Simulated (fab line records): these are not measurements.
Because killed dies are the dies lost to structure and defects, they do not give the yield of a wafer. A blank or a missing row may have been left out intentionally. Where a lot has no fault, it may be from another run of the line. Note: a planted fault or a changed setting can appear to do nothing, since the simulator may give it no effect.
Matching of chambers -- flow n5Finfet -- 3 sister chambers for N5_BEOL_M5_PRE_CLEAN_77 on cvdCo-02
The step time 15 s. 6 wafers are shown with their chamber, then 7 later ones without.

== WAFERS PAIRED WITH THEIR CHAMBERS ==
wafer,chamber,heaterPowerW (W)
L591.3,1,85
L592.1,1,84
L595.4,0,80
L595.5,2,51
L601.1,2,51
L601.3,0,79

== WAFERS WITH NO CHAMBER GIVEN ==
wafer,heaterPowerW (W)
L601.5,78
L608.1,81
L608.4,80
L608.6,83
L611.1,52
L611.3,81
L611.6,52

== EACH ONE'S CHAMBER ==
wafer,from the rows above,in truth
L601.5,0,0
L608.1,0,0
L608.4,0,0
L608.6,1,1
L611.1,2,2
L611.3,0,0
L611.6,2,2
Correct placement for 7 of the 7. Not placeable from these rows: 0. Number placed wrongly: 0.
How it was worked out, from the rows above alone: a wafer's distance from a chamber is the root of the sum, over the readings, of the square of ((its reading less the chamber's mean) divided by the reading's scatter). If the next closest chamber is less than 2 further off than the closest, the wafer can't be placed; otherwise it belongs to the closest. A chamber's mean is the mean of its shown wafers. The scatter: take each reading less its chamber's mean, square it, sum over the shown wafers, divide by the number of wafers less the number of chambers, and take the root.
